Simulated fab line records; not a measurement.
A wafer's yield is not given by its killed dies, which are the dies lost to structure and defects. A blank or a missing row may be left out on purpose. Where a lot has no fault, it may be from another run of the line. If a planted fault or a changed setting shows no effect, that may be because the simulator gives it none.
A struck lot beside a sound one + flow n5 finfet + 41 steps out of a route of 1938
Sound: the wafers L207.4, L207.5, L207.6. Wafers struck: L206.2, L206.3, L206.5. The cause comes at the end.
For every step that has rows: the tool of each side, followed by ch and its chambers, followed by its first start. Under that, the readings that differ: sound wafers + struck wafers + difference of the means + sigmas: that difference in standard deviations of wafers without a fault.
alike: a reading whose means differ by less than 2 such deviations, as well as words and numbers matching on both sides. not compared: withheld readings; readings where some wafer has no value; bounds like >300 that might hide an equal value; numbers whose values overlap and for which the record gives no deviation.
Wherever a step has rows on one side only, a row that says differs or no value, or a row with sigmas, the two part there. Numbers that don't overlap but have no deviation are shown without sigmas and don't part them. A reading that every wafer of one side lacks parts them only if that side has two wafers or more.

first, 12 steps without rows for these wafers: N5_HKMG_FIN_STRIP_33 (strips in N2/H2); N5_HKMG_FIN_STRIP_34 (strips in CF4); N5_HKMG_FIN_ETCH_35 (etches SOC in N2/H2, target depth 215.8 nm, time 243.4 s); N5_HKMG_FIN_STRIP_92 (strips SOC in N2/H2, time 20 s); N5_HKMG_FIN_WET_ETCH_18 (etches TiN in SC1, time 55 s, target depth 5.2 nm, rinse time 30 s); N5_HKMG_FIN_STRIP_19 (strips in N2/H2, time 360 s); N5_HKMG_FIN_ALD_91 (deposits TiN, target thk 1 nm, pulse time 1 s, purge time 3 s); N5_HKMG_FIN_COAT_85 (time 60 s, resist thk 300 nm); N5_HKMG_FIN_ETCH_86 (etches SOC in N2/H2, stops on TiN, target depth 393.2 nm); N5_HKMG_FIN_STRIP_89 (strips SOC in N2/H2, time 20 s); N5_HKMG_FIN_WET_ETCH_87 (etches TiN in SC1, time 154.2 s, target depth 4.7 nm, rinse time 30 s); N5_HKMG_FIN_STRIP_88 (strips in N2/H2, time 360 s).
N5_HKMG_FIN_NWFM_ALD_20: deposits TiAlC, target thk 2 nm, pulse time 3 s, purge time 2 s.
  sound on ald metal-01 ch 0,2,3, day 5 06:15; struck on ald metal-03 ch 0,3, day 4 23:47
| reading                                         | sound | struck      | difference | sigmas |
|-------------------------------------------------|-------|-------------|------------|--------|
| ald cycles                                      | 7 7 7 | 9 9 9       | +2         |        |
| model.TiAlC_of_HKMG_FIN_NWFM_ALD_20.thk nm (nm) | 2 2 2 | 2.6 2.6 2.6 | +0.6       |        |
  alike: heater power outer w, heater power w, precursor pulse height rel
then, 26 steps without rows for these wafers: N5_HKMG_FIN_ALD_71 (deposits TiN, target thk 1 nm, pulse time 1 s, purge time 3 s); N5_HKMG_FIN_COAT_66 (time 60 s, resist thk 300 nm); N5_HKMG_FIN_ETCH_67 (etches SOC in N2/H2, stops on TiN, target depth 388.9 nm); N5_HKMG_FIN_STRIP_90 (strips SOC in N2/H2, time 20 s); N5_HKMG_FIN_WET_ETCH_73 (etches the open film in SC1, time 42.3 s, target depth 1.3 nm, rinse time 30 s); N5_HKMG_FIN_ETCHBACK_68 (etches the open film in Cl2/Ar, stops on HfO2, target depth 0.5 nm); N5_HKMG_FIN_STRIP_69 (strips in N2/H2, time 360 s); N5_HKMG_FIN_ALD_21 (deposits TiN, target thk 1.5 nm, pulse time 1 s, purge time 3 s); N5_HKMG_FIN_ALD_72 (deposits W, target thk 2 nm, pulse time 1 s, purge time 2 s); N5_HKMG_FIN_W_FILL_22 (material W, target thk 60 nm, time 18.2 s); N5_HKMG_FIN_PRECLEAN_83 (cleans in DIW, time 57.5 s); N5_HKMG_FIN_SRD_84 (dry time 32 s); N5_HKMG_FIN_CMP_23 (polishes, stops on SiNx, t overpolish 10 s, target thk 46.326 nm); N5_HKMG_FIN_CMP_94 (polishes, stops on SiNx, t overpolish 4.7 s, target thk 43.299 nm); N5_GATE_CUT_ETCHBACK_00 (etches W in SF6/Cl2); N5_GATE_CUT_ETCH_56 (etches TiN in Cl2/Ar, target depth 21.6 nm); N5_GATE_CUT_ETCHBACK_30 (etches TiN in Cl2/Ar, target depth 3 nm); N5_GATE_CUT_VAPOR_ETCH_60 (etches HfO2 in BCl3/Cl2); N5_GATE_CUT_ETCH_58 (etches SiNx in CH3F/O2, target depth 17 nm, time 128.6 s); N5_GATE_CUT_STRIP_59 (strips in N2/H2, time 20 s); N5_GATE_CUT_PRECLEAN_31 (cleans in DIW, time 300 s); N5_GATE_CUT_SRD_32 (time 30 s); N5_GATE_CUT_SAC_CAP_01 (material SiNx, target thk 24 nm, pulse time 1 s, ald cycles 480); N5_GATE_CUT_PECVD_57 (deposits SiNx from SiH4/NH3/N2, target thk 21 nm); N5_GATE_CUT_CMP_02 (polishes, stops on SiO2, t overpolish 12.7 s, target thk 0 nm); N5_GATE_CUT_HM_DEP_46 (deposits SiO2 from TEOS/O2, target thk 130 nm, time 26.6 s).
-- a jump in the record: the struck wafers' starts before and after are 3 days apart (it breaks off in module GATE_CUT and resumes in module BEOL_M4, where the first step shown is number 1111 of the route) --
N5_BEOL_M4_RC_MEAS_101:
  sound on prober-01 ch 0, day 8 21:28; struck on prober-02 ch 0, day 8 06:45
| reading             | sound                      | struck                       | difference | sigmas |
|---------------------|----------------------------|------------------------------|------------|--------|
| IOFF_N (nA/um)      | 0.113 0.157 0.163          | 0.523 0.486 0.603            | +0.393     | +20    |
| IOFF_N_85C (nA/um)  | 2.3 3.0 3.1                | 8.4 8.1 9.7                  | +5.9       | +17    |
| IOFF_N_LIN (nA/um)  | 0.056 0.072 0.072          | 0.243 0.231 0.270            | +0.181     | +24    |
| IOFF_N_LONG (nA/um) | 5.48e-05 5.46e-05 5.53e-05 | 0.0001429 0.0001427 0.000145 | +0.0000886 | +47    |
| IOFF_P_LONG (nA/um) | 9.7e-05 9.7e-05 9.5e-05    | 7.8e-05 7.7e-05 7.6e-05      | -1.9e-05   | -3     |
| ION_N (uA/um)       | 659 671 671                | 745 734 747                  | +75        | +9     |
| ION_P (uA/um)       | 450 459 454                | 442 439 444                  | -13        | -2     |
| VT_N (mV)           | 256.6 252.7 252.7          | 215.8 217.1 215.5            | -37.9      | -16    |
| VT_N_LONG (mV)      | 273.1 276.2 278.0          | 240.3 240.5 239.7            | -35.6      | -19    |
| VT_N_LVT (mV)       | 104.0 98.8 99.2            | 64.5 65.5 63.6               | -36.1      | -13    |
| VT_P (mV)           | -254.5 -252.7 -250.6       | -261.8 -262.3 -258.9         | -8.4       | -4     |
| VT_P_LONG (mV)      | -279.5 -277.9 -276.7       | -289.0 -287.4 -286.4         | -9.6       | -4     |
  alike: DIBL_N, DIBL_P, IOFF_P, IOFF_P_LIN, SS_N, SS_P, VT_P_LVT
-- record jumps: 4 days separate the struck wafers' starts on either side; left off in module BEOL_M4, taken up again in module PASSIVATION, whose first shown step is the route's number 1936 --
N5_PASSIVATION_PROBE_49:
  sound: prober-01 at day 12 19:43; struck: prober-01 at day 12 04:09
| reading                | sound          | struck            | difference | sigmas |
|------------------------|----------------|-------------------|------------|--------|
| sort_bin_4_leakage (%) | 0 0 0          | 60.17 47.63 80.68 | +62.83     |        |
| sort n pass            | 1080 1066 1072 | 373 526 116       | -734       | -41    |
| sort yield pct (%)     | 91.5 90.3 90.8 | 31.6 44.6 9.8     | -62.2      | -41    |
  alike: defect limited yield, killed_at_M0_to_M3, killed_at_M4_up, killed at contacts, killed at front end, killed at other, killed dies, killed open, killed short, sort_bin_5_function, sort_bin_6_memory
  not compared: sort_bin_8_speed

## WHERE THEY PART
Last at N5_PASSIVATION_PROBE_49 as far as this record goes, first at N5_BEOL_M4_RC_MEAS_101.

WHY: the cause the simulator had injected
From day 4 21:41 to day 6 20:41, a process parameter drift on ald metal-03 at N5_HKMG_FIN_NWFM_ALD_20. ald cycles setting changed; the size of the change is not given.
